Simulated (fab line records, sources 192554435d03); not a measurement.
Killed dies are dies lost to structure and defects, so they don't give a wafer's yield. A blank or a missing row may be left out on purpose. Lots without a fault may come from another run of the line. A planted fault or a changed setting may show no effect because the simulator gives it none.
Chamber matching | flow n5_finfet | N5_BEOL_M2_ILD_DEP_00 on pecvd-02: 3 sister chambers
The step deposits SiOC from DEMS/O2, target thk 79 nm, time 15.3 s. 3 wafers are shown with their chamber, then 9 later ones without.

WAFERS WITH THEIR CHAMBER
wafer  | chamber | showerhead_plenum_p_Torr (Torr)
L086.6 | 1       | 5.666
L087.4 | 2       | 5.650
L087.6 | 0       | 5.706

WAFERS WITHOUT THEIR CHAMBER
wafer  | showerhead_plenum_p_Torr (Torr)
L088.2 | 5.651
L088.3 | 5.709
L088.4 | 5.696
L094.1 | 5.705
L094.3 | 5.666
L094.5 | 5.730
L096.1 | 5.726
L096.4 | 5.659
L096.6 | 5.711

WHICH CHAMBER EACH WENT THROUGH
wafer  | from the rows above     | in truth
L088.2 | can't be placed: 2 or 1 | 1
L088.3 | 0                       | 0
L088.4 | can't be placed: 0 or 1 | 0
L094.1 | 0                       | 0
L094.3 | can't be placed: 1 or 2 | 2
L094.5 | 0                       | 0
L096.1 | 0                       | 0
L096.4 | can't be placed: 1 or 2 | 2
L096.6 | 0                       | 0
Placed correctly: 5 of 9. Can't be placed from these rows: 4 (the true chamber is among the candidates in 4). Placed wrongly: 0.
How it was worked out, from the rows above alone: a wafer's distance from a chamber is the root of the sum, over the readings, of the square of ((its reading less the chamber's mean) divided by the reading's scatter). The wafer belongs to the nearest chamber; if the next one is less than 2 further off, it can't be placed. A chamber's mean is the mean of its shown wafers. The scatter: with one shown wafer a chamber, the root of the mean of the squares of how far each hidden wafer lies from its nearest shown one.
